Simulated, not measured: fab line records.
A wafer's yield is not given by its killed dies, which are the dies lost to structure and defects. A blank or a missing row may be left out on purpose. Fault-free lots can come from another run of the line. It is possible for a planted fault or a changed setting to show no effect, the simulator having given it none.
A lot that was struck, set against a sound lot | flow n5Finfet | 16 steps out of a route of 1938
Sound: the wafers L179.3, L179.4, L179.5. Struck: wafer L187.1 (left out: L187.2, a lot-mate that was not struck); the cause follows at the end.
Per side, at each step with rows, come the tool, then ch with its chambers, and then its first start. Under that, the readings that differ: sound wafers | struck wafers | difference of the means | sigmas: that difference in standard deviations of wafers without a fault.
alike: same words and numbers on both sides, and readings whose means sit less than 2 such deviations apart. not compared: any withheld reading, any reading some wafer has no value for, any bound like >300 that may hide the same value, and any number with overlapping values for which the record gives no deviation.
The two part at a step that has a row with sigmas, a row that says differs or no value, or rows on one side only. When numbers do not overlap yet have no deviation, they are printed without sigmas and do not part them. Lack of a reading on every wafer of one side parts them only where that side has two or more wafers.

first, 2 steps without rows for these wafers: N5_FIN_SAQP_ETCH_69 (etches SOC in N2/H2, stops on SiNx, target depth 150 nm); N5_FIN_SAQP_ETCH_67 (etches SiNx in CH3F/O2, target depth 30 nm).
N5_FIN_SAQP_STRIP_70: strips in N2/H2.
  sound on rieDiel-03 ch 1,3, day 2 07:17; struck on rieDiel-03 ch 2, day 4 09:15
reading              | sound             | struck | difference | sigmas
rfVppV (V)           | 122.7 123.6 121.8 | 120.4  | -2.3       | -2
throttleValvePct (%) | 19.1 19.8 19.7    | 18.4   | -1.1       | -3
  alike: drypumpMotorCurrentA, n2FlowSccm, oesProductAu, powerW, showerheadPlenumPTorr
  not compared: rfHoursCounterH
then, 1 step without rows for these wafers: N5_FIN_SAQP_RECESS_71 (chemistry HF/NH3, target SiO2, target depth 3 nm, afs cycles 1, sublimation time 60 s).
N5_FIN_SAQP_SPACER2_ALD_28: deposits SiO2, target thk 8.1 nm, pulse time 1 s, purge time 2 s.
  sound on aldSin-04 ch 0,3, day 2 07:37; struck on aldSin-04 ch 1, day 4 09:28
  alike: heaterPowerW, precursorPulseHeightRel
N5_FIN_SAQP_SPACER2_ETCHBACK_29: etches SiO2 in CHF3/O2, target depth 12.2 nm, time 6.1 s.
  sound on rieDiel-03 ch 0,2,3, day 2 07:57; struck on rieDiel-03 ch 0, day 4 09:47
  alike: drypumpMotorCurrentA, oes_ar_750_au, oes_o_777_au, oesProductAu, rfVppV, showerheadPlenumPTorr, throttleValvePct
  not compared: rfHoursCounterH
then, 1 step without rows for these wafers: N5_FIN_SAQP_MANDREL2_REMOVE_60 (chemistry HBr/Cl2/O2, target a-Si, stops on SiNx, bt time 10 s).
N5_FIN_SAQP_CD_MEAS_31: the cd target is 8 nm.
  sound on cdSem-03 ch 0, day 2 08:09; struck on cdSem-01 ch 0, day 4 09:59
  alike: cdNm
then, 1 step without rows for these wafers: N5_FIN_SAQP_HM_OPEN_33 (chemistry CH3F/O2, target SiNx, target depth 49.4 nm, time 70.6 s).
N5_FIN_SAQP_ETCH_34: etches SiO2 in C4F6/O2, target depth 45 nm, time 15 s.
  sound on rieDiel-03 ch 0,3, day 2 08:16; struck on rieDiel-05 ch 3, day 4 10:14
  alike: drypumpMotorCurrentA, etchRfOnTimeS, oes_ar_750_au, oes_o_777_au, oesProductAu, rfVppV, showerheadPlenumPTorr, throttleValvePct
  not compared: rfHoursCounterH
N5_FIN_SAQP_STRIP_77: strips in N2/H2, time 90 s.
  sound on rieDiel-03 ch 0,3, day 2 08:17; struck on rieDiel-05 ch 3, day 4 10:15
  alike: drypumpMotorCurrentA, n2FlowSccm, oesProductAu, rfVppV, showerheadPlenumPTorr, throttleValvePct
  not compared: rfHoursCounterH
N5_FIN_SAQP_HM_CD_35: the cd target is 8 nm.
  struck on cdSem-03, day 4 10:23; sound on cdSem-01, day 2 08:25
  alike: cdNm
N5_FIN_SAQP_ETCH_64: etches SiO2 in CF4, target depth 1.5 nm.
  sound on rieSi-03 ch 1,2, day 2 08:28; struck on rieSi-05 ch 0, day 4 10:26
reading                 | sound             | struck | difference | sigmas
oesProductAu (a.u.)     | 0.974 1.001 0.981 | 1.220  | +0.235     | +16
throttleValvePct (%)    | 21.87 21.65 21.87 | 22.21  | +0.41      | +2
model.etch.depthNm (nm) | 1.489 1.481 1.493 | 2.009  | +0.521     | 
  alike: drypumpMotorCurrentA
  not compared: rfHoursCounterH
then, 1 step without rows for these wafers: N5_FIN_SAQP_FIN_ETCH_36 (etches the open film in HBr/Cl2/O2, target depth 120 nm, time 50.4 s).
-- here the record skips 6 days between the struck wafers' starts before and after, leaving off in module FIN_SAQP and picking up in module BEOL_M4 (first step shown: number 1111 of the route) --
N5_BEOL_M4_RC_MEAS_101:
  sound on prober-01 ch 0, day 8 08:31; struck on prober-01 ch 0, day 10 03:45
  alike: DIBL_N, DIBL_P, IOFF_N, IOFF_P, ION_N, ION_P, SS_N, SS_P, VT_N, VT_P
following that, these wafers have no rows for 1 step: N5_PASSIVATION_PROBE_49.

WHERE THEY PART
First at N5_FIN_SAQP_STRIP_70; last, within this record, at N5_FIN_SAQP_ETCH_64. Later steps at which nothing parts them and some readings are alike: N5_BEOL_M4_RC_MEAS_101.

WHY: whatever the simulator had introduced
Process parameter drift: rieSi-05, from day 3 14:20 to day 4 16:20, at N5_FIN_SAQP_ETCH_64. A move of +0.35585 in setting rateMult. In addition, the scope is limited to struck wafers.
